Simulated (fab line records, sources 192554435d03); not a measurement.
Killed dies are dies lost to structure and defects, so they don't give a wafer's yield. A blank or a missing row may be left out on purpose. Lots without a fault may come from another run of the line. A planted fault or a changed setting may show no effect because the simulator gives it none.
Split-lot experiment | flow n5_finfet | 7 lots, 39 wafers read, on a route of 1938 steps

THE SPLIT
At N5_MOL_CONTACT_COAG_VIA_ETCH_46 (etches SiO2 in C4F6/O2, target depth 46 nm, overetch 9.2 nm, time 40 s), the setting target_depth_a was moved away from the recipe's 460 angstrom on 12 of the 39 wafers read, by -11.5% to +11.7%. The other wafers ran this setting at the recipe's value.

The reading is taken at the split's own step.

THE READING
SOC_of_MOL_CONTACT_COAG_COAT_75.thk_nm (the simulator's own value, which no gauge read), in nm, at N5_MOL_CONTACT_COAG_VIA_ETCH_46 (etches SiO2 in C4F6/O2, target depth 46 nm, overetch 9.2 nm, time 40 s). The file gives no usual value for it. The 27 wafers here that ran the recipe average 50.8 nm, standard deviation 0.22 nm.

wafer  | tool, chamber at the split | target_depth_a as run, angstrom | against the recipe | SOC_of_MOL_CONTACT_COAG_COAT_75.thk_nm, nm | against lot-mates on the recipe
L075.1 | rie_diel-03, 3,1           | 460                             | recipe             | 50.6                                       | -
L075.3 | rie_diel-03, 3,1           | 460                             | recipe             | 50.6                                       | -
L075.2 | rie_diel-03, 0             | 416.7                           | -9.4%              | 51.2                                       | +0.7
L075.6 | rie_diel-03, 0             | 416.7                           | -9.4%              | 51.2                                       | +0.7
L075.4 | rie_diel-03, 2             | 460                             | recipe             | 50.2                                       | -
L075.5 | rie_diel-03, 1             | 416.7                           | -9.4%              | 51                                         | +0.5
L076.1 | rie_diel-04, 0,1           | 460                             | recipe             | 50.6                                       | -
L076.3 | rie_diel-04, 0,1           | 460                             | recipe             | 50.6                                       | -
L076.2 | rie_diel-04, 2,3,2         | 460                             | recipe             | 51                                         | -
L076.4 | rie_diel-04, 2,3,2         | 460                             | recipe             | 51                                         | -
L076.6 | rie_diel-04, 2,3,2         | 460                             | recipe             | 51                                         | -
L076.5 | rie_diel-04, 3             | 460                             | recipe             | 50.8                                       | -
L082.1 | rie_diel-04, 3,1           | 408.3                           | -11.2%             | 51.8                                       | +0.9
L082.2 | rie_diel-04, 3,1           | 408.3                           | -11.2%             | 51.8                                       | +0.9
L082.3 | rie_diel-04, 0             | 460                             | recipe             | 50.8                                       | -
L082.4 | rie_diel-04, 0             | 460                             | recipe             | 50.8                                       | -
L082.5 | rie_diel-04, 1             | 408.3                           | -11.2%             | 51.6                                       | +0.7
L082.6 | rie_diel-04, 3             | 460                             | recipe             | 51                                         | -
L084.1 | rie_diel-04, 1,0           | 406.9                           | -11.5%             | 51.2                                       | +0.5
L084.3 | rie_diel-04, 1,0           | 406.9                           | -11.5%             | 51.2                                       | +0.5
L084.2 | rie_diel-04, 3             | 460                             | recipe             | 50.6                                       | -
L084.4 | rie_diel-04, 2,0           | 460                             | recipe             | 50.8                                       | -
L084.5 | rie_diel-04, 2,0           | 460                             | recipe             | 50.8                                       | -
L084.6 | rie_diel-04, 1             | 406.9                           | -11.5%             | 51.4                                       | +0.7
L085.1 | rie_diel-03, 3             | 460                             | recipe             | 51                                         | -
L085.2 | rie_diel-03, 2             | 513.9                           | +11.7%             | 50.2                                       | -0.9
L085.5 | rie_diel-03, 2             | 513.9                           | +11.7%             | 50.2                                       | -0.9
L085.3 | rie_diel-03, 1,0           | 460                             | recipe             | 51.2                                       | -
L085.4 | rie_diel-03, 1,0           | 460                             | recipe             | 51.2                                       | -
L085.6 | rie_diel-03, 1             | 513.9                           | +11.7%             | 50.6                                       | -0.5
L091.1 | rie_diel-03, 3             | 460                             | recipe             | 50.6                                       | -
L091.2 | rie_diel-03, 1,0           | 460                             | recipe             | 50.8                                       | -
L091.4 | rie_diel-03, 1,0           | 460                             | recipe             | 50.8                                       | -
L093.1 | rie_diel-03, 1,0           | 460                             | recipe             | 50.8                                       | -
L093.2 | rie_diel-03, 1,0           | 460                             | recipe             | 50.8                                       | -
L093.3 | rie_diel-03, 3,2,2         | 460                             | recipe             | 50.6                                       | -
L093.4 | rie_diel-03, 3,2,2         | 460                             | recipe             | 50.6                                       | -
L093.5 | rie_diel-03, 3,2,2         | 460                             | recipe             | 50.6                                       | -
L093.6 | rie_diel-03, 1             | 460                             | recipe             | 51                                         | -
Where a row lists several chambers, the file gives one row for several wafers and doesn't say which wafer went through which chamber.

THE FIT
A straight line over all 39 wafers: SOC_of_MOL_CONTACT_COAG_COAT_75.thk_nm changes by -0.0501 nm for each +1% of target_depth_a; r = -0.79; the points scatter about the line by 0.23 nm.
The same after taking each lot's own level away (the mean of its wafers on the recipe; 39 wafers): -0.0652 nm for each +1%; r = -0.93; scatter 0.16 nm.
On that fit, the largest move of target_depth_a shifts the reading by 0.76 nm.
The lots' own levels span 50.47 to 51.13 nm, that is 3.1 times the standard deviation above.
So the lot-to-lot level blurs the effect unless lot-mates are compared.
Check: with one of the wafers moved furthest among these (+11.7%) left out of the fit, the line predicts -0.739 nm for it against its lot-mates. It came out at -0.933 nm against them.

OTHER SPLITS ON THESE WAFERS
These wafers also went through other splits before the reading. Each is held against what the fit with the lots' levels taken away leaves over:
other split on the same wafers  | wafers away from the commonest value | r with SOC_of_MOL_CONTACT_COAG_COAT_75.thk_nm (lot level and that fit taken away)
N5_FIN_CUT_ETCH_21 time_s       | 18                                   | +0.12
N5_DUMMY_GATE_EXPOSE_12 dose_mj | 15                                   | -0.02
N5_SD_EPI_P_ETCH_37 source_w    | 12                                   | -0.06
N5_GATE_CUT_ETCH_56 icp_w       | 18                                   | -0.22

THE FILE'S OWN FIT
SOC_of_MOL_CONTACT_COAG_COAT_75.thk_nm changes by -0.065 nm for each +1% of target_depth_a, r = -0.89.
